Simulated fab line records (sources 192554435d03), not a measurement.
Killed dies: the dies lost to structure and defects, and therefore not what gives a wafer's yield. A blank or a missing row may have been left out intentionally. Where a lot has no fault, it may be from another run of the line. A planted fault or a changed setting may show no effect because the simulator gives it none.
What tool caused it? -- flow n5Finfet -- 12 lots with 36 wafers sampled at 4 steps, on a route of 1938 steps

## WHAT THE GAUGES READ, wafer by wafer
N5_BEOL_M12_OVL_MEAS_29.
lot,measured,on,M12_OVL (nm)
L074,day 12 07:28,overlay-01,5 0 2
L079,day 13 05:18,overlay-01,-4 2 -10
L078,day 13 04:46,overlay-01,-1 -5 -1
L082,day 13 12:13,overlay-01,3 -2 6
L083,day 14 14:55,overlay-02,6 -1 12
L085,day 15 14:07,overlay-02,1 -5 1
L087,day 15 21:32,overlay-01,0 -4 1
L089,day 17 01:35,overlay-01,1 2 4
L090,day 17 22:40,overlay-01,-5 -4 -4
L093,day 18 08:21,overlay-01,-4 -7 -3
L095,day 18 11:21,overlay-02,3 4 -3
L096,day 19 06:50,overlay-01,-3 -2 3

## WHAT TOOL EACH LOT RAN ON (gives the tool, then ch and the chambers of the sampled wafers, and finally the start)
lot,N5_BEOL_M11_ETCH_61,N5_BEOL_M11_HM_OPEN_17,N5_BEOL_M12_STRIP_64
L074,"rieDiel-02 ch 1,2,3, day 11 22:25","rieMetal-01 ch 0,1, day 11 22:39","plasmaAsher-01 ch 0,1, day 12 06:58"
L079,"rieDiel-01 ch 0,1,2, day 12 19:39","rieMetal-01 ch 0,1, day 12 19:55","plasmaAsher-01 ch 0,1, day 13 04:49"
L078,"rieDiel-04 ch 1,2, day 12 20:21","rieMetal-02 ch 0,1, day 12 20:35","plasmaAsher-01 ch 0,1, day 13 04:16"
L082,"rieDiel-04 ch 2,3, day 13 04:28","rieMetal-01 ch 0,1, day 13 04:41","plasmaAsher-01 ch 0,1, day 13 11:36"
L083,"rieDiel-01 ch 0,1,2, day 14 07:45","rieMetal-01 ch 0,1, day 14 08:00","plasmaAsher-01 ch 0,1, day 14 14:17"
L085,"rieDiel-01 ch 0,2, day 15 05:14","rieMetal-02 ch 0,1, day 15 05:28","plasmaAsher-02 ch 0,1, day 15 13:29"
L087,"rieDiel-04 ch 1,2,3, day 15 11:16","rieMetal-03 ch 0,1, day 15 11:29","plasmaAsher-01 ch 0,1, day 15 21:01"
L089,"rieDiel-02 ch 1,2, day 16 18:47","rieMetal-01 ch 0,1, day 16 19:02","plasmaAsher-01 ch 0,1, day 17 00:57"
L090,"rieDiel-01 ch 0,1,2, day 17 14:42","rieMetal-01 ch 0, day 17 14:56","plasmaAsher-02 ch 0,1, day 17 22:10"
L093,"rieDiel-01 ch 0,1,2, day 18 00:49","rieMetal-01 ch 0,1, day 18 01:04","plasmaAsher-01 ch 0,1, day 18 07:50"
L095,"rieDiel-04 ch 1,2, day 18 03:08","rieMetal-03 ch 0,1, day 18 03:22","plasmaAsher-02 ch 0, day 18 10:51"
L096,"rieDiel-01 ch 1,2,3, day 18 19:02","rieMetal-03 ch 0,1, day 18 19:17","plasmaAsher-01 ch 0,1, day 19 06:13"
- N5_BEOL_M11_ETCH_61: etches SiARC in CF4, target depth 39 nm, time 65 s.
- N5_BEOL_M11_HM_OPEN_17: chemistry Cl2/BCl3, target TiN, target depth 20 nm, overetch 6 nm.
- N5_BEOL_M12_STRIP_64: strips in N2/H2.

## THE ANSWER, worked out from the rows above alone
Rule: the usual values come from the lots themselves. The widest of any qualifying gaps counts: lots, ordered by their means at a reading, are off when they make up no more than a third of the lots, leave a main group of 4 or more, and stand apart from it by 3 or more times the standard deviation of that group's means. Not used: any main group whose means are identical at the precision the tables above print for the reading. A lot without any number at a reading at which 4 lots or more have one is off too. Where the step has rows for the other lots, those lots are counted as sound.
Nothing can be told from this: no lot is off at any reading shown.

## WHAT THE SIMULATOR PUT IN
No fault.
